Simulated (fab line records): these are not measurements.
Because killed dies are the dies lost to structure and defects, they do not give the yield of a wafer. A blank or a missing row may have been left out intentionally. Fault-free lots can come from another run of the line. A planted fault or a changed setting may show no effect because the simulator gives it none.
Which tool did it? ; flow n5 finfet ; 30 wafers from 10 lots sampled at 5 of the route's 1938 steps

WHAT EACH GAUGE READ, for each wafer
N5_HKMG_FIN_INSPECT_28: inspects for defects (darkfield).
lot;measured;on;raw defect count
L314;day 5 07:35;defect inspect-01;41 33 42
L317;day 6 00:51;defect inspect-02;40 33 53
L319;day 6 20:43;defect inspect-01;21 38 33
L320;day 6 23:50;defect inspect-02;38 115 52
L321;day 7 02:58;defect inspect-02;25 60 46
L324;day 7 17:53;defect inspect-02;25 51 45
L325;day 8 02:38;defect inspect-02;21 45 29
L331;day 9 16:17;defect inspect-01;36 54 63
L332;day 9 19:09;defect inspect-02;35 20 21
L333;day 10 03:51;defect inspect-02;13 17 23

N5_BEOL_M4_RC_MEAS_101.
lot;measured;on;DIBL_N (mV/V);DIBL_P (mV/V);IOFF_N (nA/um);IOFF_P (nA/um);ION_N (uA/um);ION_P (uA/um);SS_N (mV/dec);SS_P (mV/dec);VT_N (mV);VT_P (mV)
L314;day 8 14:49;prober-02;35.0 37.3 36.0;35.1 38.5 36.1;0.139 0.175 0.154;0.21 0.26 0.22;682 674 671;471 465 460;71.7 72.3 72.0;72.5 74.1 72.7;250 250 251;-248 -245 -248
L317;day 9 22:26;prober-01;34.2 35.7 34.2;34.8 36.5 35.4;0.125 0.151 0.129;0.21 0.23 0.21;667 676 662;469 465 465;71.0 71.8 71.3;72.6 73.2 72.9;251 251 254;-248 -247 -247
L319;day 10 02:07;prober-02;35.9 34.7 34.6;36.1 35.1 34.3;0.152 0.137 0.133;0.19 0.18 0.17;666 676 672;458 467 457;71.8 71.7 71.9;74.0 73.5 73.0;250 250 252;-253 -253 -257
L320;day 10 14:38;prober-01;34.9 36.1 35.3;35.9 37.8 36.1;0.144 0.166 0.151;0.19 0.22 0.20;673 676 668;467 463 462;70.7 71.9 71.2;72.8 73.1 73.0;250 250 250;-250 -248 -247
L321;day 10 22:56;prober-02;35.9 34.9 35.0;37.3 35.9 35.3;0.176 0.155 0.148;0.24 0.21 0.20;674 676 672;465 472 462;72.0 71.5 72.2;73.6 73.7 73.0;244 248 250;-248 -252 -246
L324;day 11 02:43;prober-02;37.6 37.9 38.0;37.7 37.9 38.6;0.174 0.182 0.188;0.25 0.23 0.26;689 676 684;475 463 474;71.1 71.7 72.4;72.6 73.7 73.0;246 247 247;-246 -249 -246
L325;day 12 06:13;prober-02;33.4 34.0 34.2;33.0 33.0 33.6;0.112 0.117 0.121;0.17 0.16 0.17;668 665 664;469 460 456;70.9 70.6 70.5;73.2 72.9 73.1;256 253 253;-252 -253 -255
L331;day 13 18:19;prober-02;35.3 39.4 35.3;33.8 39.1 34.4;0.121 0.195 0.121;0.15 0.21 0.14;671 680 668;453 454 449;70.8 71.6 70.8;72.5 73.3 72.3;254 249 254;-256 -251 -262
L332;day 13 16:16;prober-01;35.1 36.5 37.9;33.1 34.6 36.6;0.124 0.139 0.169;0.19 0.22 0.24;674 666 680;470 469 476;70.4 71.8 71.0;71.9 71.9 73.1;252 251 245;-249 -246 -246
L333;day 13 14:23;prober-02;36.9 36.3 37.2;35.3 35.5 36.2;0.160 0.151 0.168;0.20 0.19 0.21;671 673 680;459 467 459;71.9 71.9 71.7;72.7 72.9 73.7;249 249 249;-252 -252 -251

TOOL THAT RAN EACH LOT (tool first, then ch and the chambers of the sampled wafers, then the start)
lot;N5_HKMG_FIN_ALD_21;N5_HKMG_FIN_CMP_23;N5_HKMG_FIN_CMP_94
L314;ald metal-04 ch 1,2, day 5 06:20;cmp-01 ch 0,1,2, day 5 06:57;cmp-01 ch 0,1,2, day 5 07:23
L317;ald metal-01 ch 0,2,3, day 5 23:36;cmp-02 ch 1,2, day 6 00:08;cmp-02 ch 1,2, day 6 00:37
L319;ald metal-04 ch 1,2,3, day 6 15:24;cmp-03 ch 0,1,2, day 6 15:57;cmp-03 ch 0,1,2, day 6 20:29
L320;ald metal-04 ch 0,2,3, day 6 22:35;cmp-03 ch 1,2, day 6 23:13;cmp-03 ch 1,2, day 6 23:38
L321;ald metal-04 ch 1,2, day 7 01:43;cmp-01 ch 0,3, day 7 02:20;cmp-01 ch 0,3, day 7 02:46
L324;ald metal-04 ch 0,2,3, day 7 16:38;cmp-02 ch 0,1,3, day 7 17:11;cmp-02 ch 0,1,3, day 7 17:40
L325;ald metal-04 ch 0,2,3, day 8 01:22;cmp-03 ch 0,1,3, day 8 01:55;cmp-03 ch 0,1,3, day 8 02:23
L331;ald metal-01 ch 0,2,3, day 9 15:01;cmp-03 ch 0,2,3, day 9 15:40;cmp-03 ch 0,2,3, day 9 16:05
L332;ald metal-01 ch 1,2, day 9 17:55;cmp-03 ch 1,2,3, day 9 18:26;cmp-03 ch 1,2,3, day 9 18:55
L333;ald metal-01 ch 1,2,3, day 10 02:34;cmp-01 ch 0,1,3, day 10 03:05;cmp-01 ch 0,1,3, day 10 03:37
- N5_HKMG_FIN_ALD_21: deposits TiN, target thk 1.5 nm, pulse time 1 s, purge time 3 s.
- N5_HKMG_FIN_CMP_23: polishes, stops on SiNx, t overpolish 10 s, target thk 46.326 nm.
- N5_HKMG_FIN_CMP_94: polishes, stops on SiNx, t overpolish 4.7 s, target thk 43.299 nm.

WHAT THE TOOLS THEMSELVES READ (means of the sampled wafers that have a number; where no wafer has one, the mark that the record gives instead)
N5_HKMG_FIN_ALD_21.
lot;tool;heater power w (W);precursor pulse height rel;susceptor temp C (C)
L314;ald metal-04;937;0.985;399.89
L317;ald metal-01;1010;1.010;400.10
L319;ald metal-04;870;1.001;400.06
L320;ald metal-04;878;1.004;400.04
L321;ald metal-04;939;1.018;399.93
L324;ald metal-04;849;1.000;394.61
L325;ald metal-04;874;0.987;394.34
L331;ald metal-01;998;0.991;399.94
L332;ald metal-01;906;0.993;399.80
L333;ald metal-01;978;1.015;400.24

N5_HKMG_FIN_CMP_23.
lot;tool;motor current A (A);overpolish run s (s);time to endpoint s (s)
L314;cmp-01;12.2;10.004;12.1
L317;cmp-02;13.1;9.997;12.4
L319;cmp-03;10.5;10.000;10.8
L320;cmp-03;10.7;9.996;12.9
L321;cmp-01;12.4;9.998;10.1
L324;cmp-02;12.5;9.998;13.5
L325;cmp-03;10.8;10.001;10.1
L331;cmp-03;11.0;9.998;12.0
L332;cmp-03;10.8;9.999;13.9
L333;cmp-01;12.8;9.996;13.2

N5_HKMG_FIN_CMP_94.
lot;tool;motor current A (A)
L314;cmp-01;12.6
L317;cmp-02;12.8
L319;cmp-03;11.0
L320;cmp-03;10.4
L321;cmp-01;12.6
L324;cmp-02;11.5
L325;cmp-03;10.7
L331;cmp-03;11.0
L332;cmp-03;10.3
L333;cmp-01;12.4

THE ANSWER, worked out from the rows above alone
Rule: what is usual is taken from the lots themselves. The widest of any qualifying gaps counts: lots, ordered by their means at a reading, are off when they make up no more than a third of the lots, leave a main group of 4 or more, and stand apart from it by 3 or more times the standard deviation of that group's means. A main group is skipped when, at the precision printed for the reading in the tables above, its means are all equal. Also off: a lot with no number at a reading for which 4 or more lots have one. All remaining lots with rows at the step are treated as sound. Order of review: gauges by route order, followed by the tools' own readings, for which a lot's mean as printed above is used. At the first step where some lot is off, the reading lying furthest off is the one used; lots without a number count as furthest.
Off at N5_HKMG_FIN_ALD_21 (susceptor temp C): L324, L325. The main group: mean 400.00 C, standard deviation 0.13.
A tool fits if, at that step or a process step before it, it ran every lot that is off, and no sound lot after the first of them. One candidate fits, namely ald metal-04 at N5_HKMG_FIN_ALD_21. A fault onset in the window from L321 (day 7 01:43, its last sound lot) to L324 (day 7 16:38, its first lot off) fits.
The tool's own readings at N5_HKMG_FIN_ALD_21 bear it out: on the lots that are off they differ by more than 5 times the standard deviation of the sound lots' means. susceptor temp C reads 394.48 C there against 400.00 C on the sound lots.

WHAT HAD BEEN PUT IN BY THE SIMULATOR
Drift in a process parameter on ald metal-04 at N5_HKMG_FIN_ALD_21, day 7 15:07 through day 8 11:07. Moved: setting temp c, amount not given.
Lots struck among those shown: L324, L325. The rule given above showed the same thing.
